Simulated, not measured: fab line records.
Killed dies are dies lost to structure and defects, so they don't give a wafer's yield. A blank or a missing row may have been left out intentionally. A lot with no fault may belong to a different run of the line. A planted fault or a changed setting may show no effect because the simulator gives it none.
One fault seen from 3 desks || flow n5 finfet || each desk holds nothing but its own numbers, with what lay behind them at the end

THE DEFECT DESK
For each lot, the counts of the inspections along the route, averaged over the sampled wafers that have a number. The brackets show how far a lot's mean lies from the usual mean; more than 4 standard deviations puts the lot out of limits, marked OUT.
Columns: A = raw defect count at N5_PASSIVATION_INSPECT_61, usual 2.0
{"lot": "L751", "first seen here": "day 16 10:05", "A": 2.0}
{"lot": "L753", "first seen here": "day 17 00:18", "A": 2.0}
{"lot": "L752", "first seen here": "day 17 00:29", "A": 2.5}
{"lot": "L756", "first seen here": "day 17 17:01", "A": 1.7}
{"lot": "L757", "first seen here": "day 17 22:28", "A": 3.0}
{"lot": "L760", "first seen here": "day 18 05:28", "A": 2.0}
{"lot": "L761", "first seen here": "day 18 17:23", "A": 3.0}
{"lot": "L759", "first seen here": "day 18 20:33", "A": 3.5}
{"lot": "L766", "first seen here": "day 19 11:14", "A": 2.0}
{"lot": "L762", "first seen here": "day 19 15:18", "A": 2.0}
{"lot": "L770", "first seen here": "day 21 13:34", "A": 2.0}
{"lot": "L772", "first seen here": "day 21 23:20", "A": 2.0}
This desk's finding: nothing out of limits on any of the 12 lots.

AT THE TOOL OWNER'S DESK: pvd sputter-02
The tool's own readings at N5_BEOL_M15_SPUTTER_45 (material Cu, target thk 100 nm, time 16.67 s): means of the sampled wafers that have a number, for each lot that ran on this tool. The brackets show how far a lot's mean lies from the usual mean; more than 4 standard deviations puts the lot out of limits, marked OUT.
Columns: A = cathode dc power W at N5_BEOL_M15_SPUTTER_45, usual 26000 W; B = throttle valve pct at N5_BEOL_M15_SPUTTER_45, usual 30.1 %
{"lot": "L751", "first seen here": "day 15 23:27", "A": 26000, "B": 30.2}
{"lot": "L752", "first seen here": "day 16 15:00", "A": 25998, "B": 29.8}
{"lot": "L757", "first seen here": "day 17 14:53", "A": 26001, "B": 30.6}
{"lot": "L760", "first seen here": "day 17 18:35", "A": 26004, "B": 29.5}
{"lot": "L759", "first seen here": "day 18 10:01", "A": 25996, "B": 30.7}
{"lot": "L761", "first seen here": "day 18 10:26", "A": 26002, "B": 30.3}
{"lot": "L762", "first seen here": "day 19 06:27", "A": 26003, "B": 29.9}
This desk's finding: nothing out of limits on any of the 7 lots.

METROLOGY DESK
What the gauges read for every lot (on any tool): the sampled wafers with a number, averaged. The brackets show how far a lot's mean lies from the usual mean; more than 4 standard deviations puts the lot out of limits, marked OUT. Only the readings that lie furthest out on some lot appear, 7 of the 10 it has.
Columns: A = DIBL_N at N5_BEOL_M4_RC_MEAS_101, usual 37.7 mV/V; B = DIBL_P at N5_BEOL_M4_RC_MEAS_101, usual 37.7 mV/V; C = IOFF_N at N5_BEOL_M4_RC_MEAS_101, usual 0.18 nA/um; D = ION_N at N5_BEOL_M4_RC_MEAS_101, usual 681 uA/um; E = ION_P at N5_BEOL_M4_RC_MEAS_101, usual 463 uA/um; F = VT_N at N5_BEOL_M4_RC_MEAS_101, usual 248 mV; G = VT_P at N5_BEOL_M4_RC_MEAS_101, usual -249 mV
{"lot": "L751", "first seen here": "day 12 01:04", "A": 40.5, "B": 38.9, "C": 0.21, "D": 694, "E": 476, "F": 248, "G": -249}
{"lot": "L752", "first seen here": "day 12 12:42", "A": 37.7, "B": 37.1, "C": 0.17, "D": 686, "E": 460, "F": 248, "G": -252}
{"lot": "L753", "first seen here": "day 12 14:16", "A": 38.3, "B": 38.1, "C": 0.18, "D": 671, "E": 450, "F": 250, "G": -253}
{"lot": "L756", "first seen here": "day 13 10:34", "A": 39.4, "B": 39.4, "C": 0.21, "D": 674, "E": 457, "F": 248, "G": -249}
{"lot": "L757", "first seen here": "day 13 18:59", "A": 37.6, "B": 38.1, "C": 0.17, "D": 685, "E": 463, "F": 250, "G": -252}
{"lot": "L760", "first seen here": "day 14 05:29", "A": 40.7, "B": 41.3, "C": 0.24, "D": 712, "E": 477, "F": 243, "G": -247}
{"lot": "L759", "first seen here": "day 14 11:25", "A": 35.2, "B": 36.5, "C": 0.17, "D": 693, "E": 471, "F": 247, "G": -248}
{"lot": "L761", "first seen here": "day 14 15:04", "A": 37.6, "B": 36.3, "C": 0.19, "D": 679, "E": 458, "F": 246, "G": -250}
{"lot": "L766", "first seen here": "day 15 12:55", "A": 37.7, "B": 37.2, "C": 0.17, "D": 678, "E": 461, "F": 250, "G": -248}
{"lot": "L762", "first seen here": "day 15 17:26", "A": 36.8, "B": 37.2, "C": 0.17, "D": 676, "E": 464, "F": 248, "G": -250}
{"lot": "L770", "first seen here": "day 17 01:52", "A": 36.8, "B": 36.2, "C": 0.17, "D": 678, "E": 462, "F": 249, "G": -249}
{"lot": "L772", "first seen here": "day 17 18:26", "A": 35.6, "B": 35.2, "C": 0.16, "D": 676, "E": 466, "F": 249, "G": -247}
This desk's finding: nothing out of limits on any of the 12 lots.

BROUGHT TOGETHER
Nothing out of limits was seen by the defect desk.
The tool owner's desk saw nothing out of limits.
The metrology desk saw nothing out of limits.

WHAT WAS PUT IN BY THE SIMULATOR
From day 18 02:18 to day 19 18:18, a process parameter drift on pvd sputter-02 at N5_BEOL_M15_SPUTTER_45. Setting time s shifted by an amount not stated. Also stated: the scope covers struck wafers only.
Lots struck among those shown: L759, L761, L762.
